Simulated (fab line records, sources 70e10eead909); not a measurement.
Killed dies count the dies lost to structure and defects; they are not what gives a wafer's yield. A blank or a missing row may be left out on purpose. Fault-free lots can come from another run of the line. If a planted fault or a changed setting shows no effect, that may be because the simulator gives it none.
Which tool was responsible? / flow nand_harc / 39 wafers from 13 lots sampled at 5 of the route's 1159 steps

## WHAT THE GAUGES READ, wafer by wafer
NHARC_A_SIN_REMOVE_INSPECT_04. Usual: raw_defect_count 283, standard deviation 72.
lot=L506; measured=day 14 23:31; on=defect_inspect-01; raw_defect_count=226 221 263; flag=
lot=L508; measured=day 14 23:31; on=defect_inspect-02; raw_defect_count=193 222 349; flag=
lot=L507; measured=day 14 23:31; on=defect_inspect-01; raw_defect_count=271 281 317; flag=
lot=L511; measured=day 15 12:15; on=defect_inspect-02; raw_defect_count=321 226 273; flag=
lot=L510; measured=day 15 12:15; on=defect_inspect-01; raw_defect_count=359 354 315; flag=
lot=L512; measured=day 15 22:26; on=defect_inspect-01; raw_defect_count=197 176 240; flag=
lot=L518; measured=day 18 04:28; on=defect_inspect-02; raw_defect_count=174 179 185; flag=
lot=L521; measured=day 18 10:17; on=defect_inspect-02; raw_defect_count=289 250 250; flag=
lot=L522; measured=day 18 20:26; on=defect_inspect-01; raw_defect_count=276 358 356; flag=
lot=L526; measured=day 19 02:44; on=defect_inspect-02; raw_defect_count=322 236 266; flag=
lot=L524; measured=day 19 18:00; on=defect_inspect-02; raw_defect_count=375 298 316; flag=
lot=L528; measured=day 20 20:42; on=defect_inspect-01; raw_defect_count=243 257 290; flag=
lot=L529; measured=day 20 20:43; on=defect_inspect-02; raw_defect_count=348 365 341; flag=

NHARC_A_WL_FILL_INSPECT_15. Usual: raw_defect_count 364, standard deviation 110.
lot=L506; measured=day 16 05:35; on=defect_inspect-01; raw_defect_count=393 486 316; flag=
lot=L508; measured=day 16 09:58; on=defect_inspect-01; raw_defect_count=365 300 374; flag=
lot=L507; measured=day 16 06:06; on=defect_inspect-02; raw_defect_count=418 574 380; flag=
lot=L511; measured=day 16 20:45; on=defect_inspect-02; raw_defect_count=368 426 273; flag=
lot=L510; measured=day 16 23:15; on=defect_inspect-01; raw_defect_count=760 310 362; flag=
lot=L512; measured=day 17 10:32; on=defect_inspect-02; raw_defect_count=244 320 288; flag=
lot=L518; measured=day 19 10:14; on=defect_inspect-01; raw_defect_count=183 336 311; flag=
lot=L521; measured=day 19 16:08; on=defect_inspect-01; raw_defect_count=292 300 251; flag=
lot=L522; measured=day 20 02:17; on=defect_inspect-01; raw_defect_count=324 285 282; flag=
lot=L526; measured=day 20 08:49; on=defect_inspect-02; raw_defect_count=522 456 581; flag=
lot=L524; measured=day 20 23:02; on=defect_inspect-01; raw_defect_count=372 300 515; flag=
lot=L528; measured=day 22 01:02; on=defect_inspect-02; raw_defect_count=574 650 614; flag=
lot=L529; measured=day 22 00:05; on=defect_inspect-02; raw_defect_count=465 346 250; flag=

NHARC_END_SORT_01. Usual: killed_at_array 24, standard deviation 8.4; killed_at_other 0.7, standard deviation 1.1; killed_at_periphery 2.9, standard deviation 1.7; killed_dies 27, standard deviation 8.6; killed_open 3.3, standard deviation 1.8; killed_short 1.8, standard deviation 1.4.
lot=L508; measured=day 20 07:10; on=prober-01; killed_at_array=13 17 16; killed_at_other=1 0 0; killed_at_periphery=1 1 3; killed_dies=15 18 19; killed_open=1 6 5; killed_short=3 2 3; flag=
lot=L511; measured=day 19 19:08; on=prober-02; killed_at_array=16 9 13; killed_at_other=0 0 0; killed_at_periphery=5 5 3; killed_dies=21 14 16; killed_open=1 3 1; killed_short=3 2 3; flag=
lot=L510; measured=day 20 11:26; on=prober-02; killed_at_array=30 18 19; killed_at_other=1 1 0; killed_at_periphery=4 4 5; killed_dies=35 23 24; killed_open=1 2 6; killed_short=2 2 0; flag=
lot=L512; measured=day 20 17:37; on=prober-02; killed_at_array=22 32 23; killed_at_other=0 0 1; killed_at_periphery=3 3 4; killed_dies=25 35 28; killed_open=1 4 2; killed_short=3 1 2; flag=
lot=L518; measured=day 22 21:02; on=prober-01; killed_at_array=11 13 12; killed_at_other=4 4 2; killed_at_periphery=4 1 1; killed_dies=19 18 15; killed_open=5 2 2; killed_short=1 1 1; flag=
lot=L526; measured=day 23 21:20; on=prober-02; killed_at_array=31 36 39; killed_at_other=1 0 0; killed_at_periphery=4 4 5; killed_dies=36 40 44; killed_open=4 2 7; killed_short=2 3 4; flag=

## WHAT TOOL EACH LOT RAN ON (gives the tool, then ch and the chambers of the sampled wafers, and finally the start)
lot=L506; NHARC_A_WL_FILL_STRIP_29=rie_diel-10 ch 2,3, day 15 15:35; NHARC_A_CONTACT_DEP_24=pecvd-01 ch 1,2, day 16 05:43
lot=L508; NHARC_A_WL_FILL_STRIP_29=rie_diel-09 ch 0,2,3, day 15 15:22; NHARC_A_CONTACT_DEP_24=pecvd-04 ch 0,1, day 16 10:02
lot=L507; NHARC_A_WL_FILL_STRIP_29=rie_diel-12 ch 1,2,3, day 15 15:18; NHARC_A_CONTACT_DEP_24=pecvd-01 ch 0,1,2, day 16 06:10
lot=L511; NHARC_A_WL_FILL_STRIP_29=rie_diel-12 ch 1,2, day 16 09:01; NHARC_A_CONTACT_DEP_24=pecvd-02 ch 1,2, day 16 20:49
lot=L510; NHARC_A_WL_FILL_STRIP_29=rie_diel-10 ch 1,2,3, day 16 09:03; NHARC_A_CONTACT_DEP_24=pecvd-02 ch 0,1, day 16 23:26
lot=L512; NHARC_A_WL_FILL_STRIP_29=rie_diel-10 ch 0,1, day 16 21:25; NHARC_A_CONTACT_DEP_24=pecvd-02 ch 0,1,2, day 17 10:37
lot=L518; NHARC_A_WL_FILL_STRIP_29=rie_diel-09 ch 0,2, day 18 20:52; NHARC_A_CONTACT_DEP_24=pecvd-04 ch 1,2, day 19 10:22
lot=L521; NHARC_A_WL_FILL_STRIP_29=rie_diel-10 ch 1,2, day 19 04:48; NHARC_A_CONTACT_DEP_24=pecvd-04 ch 1,2, day 19 16:13
lot=L522; NHARC_A_WL_FILL_STRIP_29=rie_diel-10 ch 0,2,3, day 19 15:05; NHARC_A_CONTACT_DEP_24=pecvd-02 ch 0,1, day 20 02:22
lot=L526; NHARC_A_WL_FILL_STRIP_29=rie_diel-10 ch 1,2,3, day 19 21:37; NHARC_A_CONTACT_DEP_24=pecvd-02 ch 1,2, day 20 08:53
lot=L524; NHARC_A_WL_FILL_STRIP_29=rie_diel-09 ch 0,1,3, day 20 11:58; NHARC_A_CONTACT_DEP_24=pecvd-02 ch 0,1,2, day 20 23:06
lot=L528; NHARC_A_WL_FILL_STRIP_29=rie_diel-09 ch 0,1,2, day 21 12:04; NHARC_A_CONTACT_DEP_24=pecvd-02 ch 0,1, day 22 01:14
lot=L529; NHARC_A_WL_FILL_STRIP_29=rie_diel-10 ch 0,1,3, day 21 12:04; NHARC_A_CONTACT_DEP_24=pecvd-02 ch 1,2, day 22 00:09
- NHARC_A_WL_FILL_STRIP_29: strips in O2, time 20 s.
- NHARC_A_CONTACT_DEP_24: deposits SiO2, target thk 500 nm.

## WHAT THE TOOLS THEMSELVES READ (means of the sampled wafers that have a number; where no wafer has one, the mark that the record gives instead)
NHARC_A_WL_FILL_STRIP_29. Usual: drypump_motor_current_A 5.6 A, standard deviation 0.58; oes_product_au 0.999 a.u., standard deviation 0.014; rf_vpp_V 57.8 V, standard deviation 0.82; showerhead_plenum_p_Torr 3.55 Torr, standard deviation 0.12; throttle_valve_pct 17.038 %, standard deviation 0.0093.
lot=L506; tool=rie_diel-10; drypump_motor_current_A (A)=5.0; oes_product_au (a.u.)=0.983; rf_vpp_V (V)=58.5; showerhead_plenum_p_Torr (Torr)=3.66; throttle_valve_pct (%)=17.042; flag=
lot=L508; tool=rie_diel-09; drypump_motor_current_A (A)=5.7; oes_product_au (a.u.)=1.007; rf_vpp_V (V)=57.7; showerhead_plenum_p_Torr (Torr)=3.58; throttle_valve_pct (%)=17.040; flag=
lot=L507; tool=rie_diel-12; drypump_motor_current_A (A)=5.3; oes_product_au (a.u.)=1.014; rf_vpp_V (V)=57.9; showerhead_plenum_p_Torr (Torr)=3.58; throttle_valve_pct (%)=17.036; flag=
lot=L511; tool=rie_diel-12; drypump_motor_current_A (A)=5.1; oes_product_au (a.u.)=1.004; rf_vpp_V (V)=57.9; showerhead_plenum_p_Torr (Torr)=3.68; throttle_valve_pct (%)=17.036; flag=
lot=L510; tool=rie_diel-10; drypump_motor_current_A (A)=5.1; oes_product_au (a.u.)=0.982; rf_vpp_V (V)=57.8; showerhead_plenum_p_Torr (Torr)=3.61; throttle_valve_pct (%)=17.033; flag=
lot=L512; tool=rie_diel-10; drypump_motor_current_A (A)=6.1; oes_product_au (a.u.)=1.004; rf_vpp_V (V)=58.2; showerhead_plenum_p_Torr (Torr)=3.43; throttle_valve_pct (%)=17.041; flag=
lot=L518; tool=rie_diel-09; drypump_motor_current_A (A)=5.8; oes_product_au (a.u.)=0.999; rf_vpp_V (V)=57.8; showerhead_plenum_p_Torr (Torr)=3.69; throttle_valve_pct (%)=17.035; flag=
lot=L521; tool=rie_diel-10; drypump_motor_current_A (A)=5.1; oes_product_au (a.u.)=0.995; rf_vpp_V (V)=57.8; showerhead_plenum_p_Torr (Torr)=3.54; throttle_valve_pct (%)=17.040; flag=
lot=L522; tool=rie_diel-10; drypump_motor_current_A (A)=5.5; oes_product_au (a.u.)=0.987; rf_vpp_V (V)=57.7; showerhead_plenum_p_Torr (Torr)=3.56; throttle_valve_pct (%)=17.039; flag=
lot=L526; tool=rie_diel-10; drypump_motor_current_A (A)=5.1; oes_product_au (a.u.)=0.990; rf_vpp_V (V)=58.1; showerhead_plenum_p_Torr (Torr)=3.60; throttle_valve_pct (%)=17.039; flag=
lot=L524; tool=rie_diel-09; drypump_motor_current_A (A)=6.0; oes_product_au (a.u.)=0.996; rf_vpp_V (V)=57.4; showerhead_plenum_p_Torr (Torr)=3.51; throttle_valve_pct (%)=17.035; flag=
lot=L528; tool=rie_diel-09; drypump_motor_current_A (A)=6.1; oes_product_au (a.u.)=0.994; rf_vpp_V (V)=58.3; showerhead_plenum_p_Torr (Torr)=3.62; throttle_valve_pct (%)=17.041; flag=
lot=L529; tool=rie_diel-10; drypump_motor_current_A (A)=5.7; oes_product_au (a.u.)=0.987; rf_vpp_V (V)=57.3; showerhead_plenum_p_Torr (Torr)=3.52; throttle_valve_pct (%)=17.036; flag=

NHARC_A_CONTACT_DEP_24. Usual: heater_power_w 541 W, standard deviation 94; rf_fwd_power_W 898.8 W, standard deviation 2.9; showerhead_vpp_V 1863 V, standard deviation 120; throttle_valve_pct 15.6 %, standard deviation 0.82.
lot=L506; tool=pecvd-01; heater_power_w (W)=669; rf_fwd_power_W (W)=901.3; showerhead_vpp_V (V)=1961; throttle_valve_pct (%)=16.2; flag=
lot=L508; tool=pecvd-04; heater_power_w (W)=589; rf_fwd_power_W (W)=900.3; showerhead_vpp_V (V)=1937; throttle_valve_pct (%)=15.9; flag=
lot=L507; tool=pecvd-01; heater_power_w (W)=592; rf_fwd_power_W (W)=902.5; showerhead_vpp_V (V)=1882; throttle_valve_pct (%)=16.7; flag=
lot=L511; tool=pecvd-02; heater_power_w (W)=437; rf_fwd_power_W (W)=893.4; showerhead_vpp_V (V)=1831; throttle_valve_pct (%)=14.7; flag=
lot=L510; tool=pecvd-02; heater_power_w (W)=441; rf_fwd_power_W (W)=897.2; showerhead_vpp_V (V)=1762; throttle_valve_pct (%)=14.8; flag=
lot=L512; tool=pecvd-02; heater_power_w (W)=504; rf_fwd_power_W (W)=900.3; showerhead_vpp_V (V)=1773; throttle_valve_pct (%)=14.8; flag=
lot=L518; tool=pecvd-04; heater_power_w (W)=522; rf_fwd_power_W (W)=1136.9; showerhead_vpp_V (V)=2246; throttle_valve_pct (%)=15.7; flag=OFF
lot=L521; tool=pecvd-04; heater_power_w (W)=513; rf_fwd_power_W (W)=1140.2; showerhead_vpp_V (V)=2251; throttle_valve_pct (%)=15.5; flag=OFF
lot=L522; tool=pecvd-02; heater_power_w (W)=428; rf_fwd_power_W (W)=901.7; showerhead_vpp_V (V)=1772; throttle_valve_pct (%)=14.9; flag=
lot=L526; tool=pecvd-02; heater_power_w (W)=486; rf_fwd_power_W (W)=897.7; showerhead_vpp_V (V)=1825; throttle_valve_pct (%)=14.8; flag=
lot=L524; tool=pecvd-02; heater_power_w (W)=431; rf_fwd_power_W (W)=897.4; showerhead_vpp_V (V)=1758; throttle_valve_pct (%)=15.0; flag=
lot=L528; tool=pecvd-02; heater_power_w (W)=443; rf_fwd_power_W (W)=899.7; showerhead_vpp_V (V)=1760; throttle_valve_pct (%)=15.1; flag=
lot=L529; tool=pecvd-02; heater_power_w (W)=586; rf_fwd_power_W (W)=896.9; showerhead_vpp_V (V)=1759; throttle_valve_pct (%)=15.1; flag=

## THE ANSWER, worked out from the rows above alone
Rule: a lot counts as off when the mean over its wafers that have a number is more than 3 standard deviations away from the usual mean. Also off: a lot with no number at a reading for which 4 or more lots have one. Where the step has rows for the other lots, those lots are counted as sound. After the gauges, taken in route order, come the tools' own readings; for these a lot's mean is taken, as printed above. The first step at which some lot is off is used, and at that step the reading that is off furthest; a lot without a number counts as furthest.
Off at NHARC_A_CONTACT_DEP_24 (rf_fwd_power_W): L518, L521.
A tool fits if, at that step or a process step before it, it ran every lot that is off, and no sound lot after the first of them. One fits: pecvd-04 at NHARC_A_CONTACT_DEP_24. Its last sound lot is L508 (day 16 10:02), its first lot that is off L518 (day 19 10:22): a fault that began between those two fits.
The tool's own readings at NHARC_A_CONTACT_DEP_24 bear it out: on the lots that are off they differ by more than 5 times the standard deviation of the sound lots' means. rf_fwd_power_W reads 1138.6 W there against 898.9 W on the sound lots; showerhead_vpp_V reads 2248 V there against 1820 V on the sound lots.

## WHAT THE SIMULATOR HAD PUT IN
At NHARC_A_CONTACT_DEP_24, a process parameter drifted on pecvd-04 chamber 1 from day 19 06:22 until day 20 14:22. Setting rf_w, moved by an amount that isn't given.
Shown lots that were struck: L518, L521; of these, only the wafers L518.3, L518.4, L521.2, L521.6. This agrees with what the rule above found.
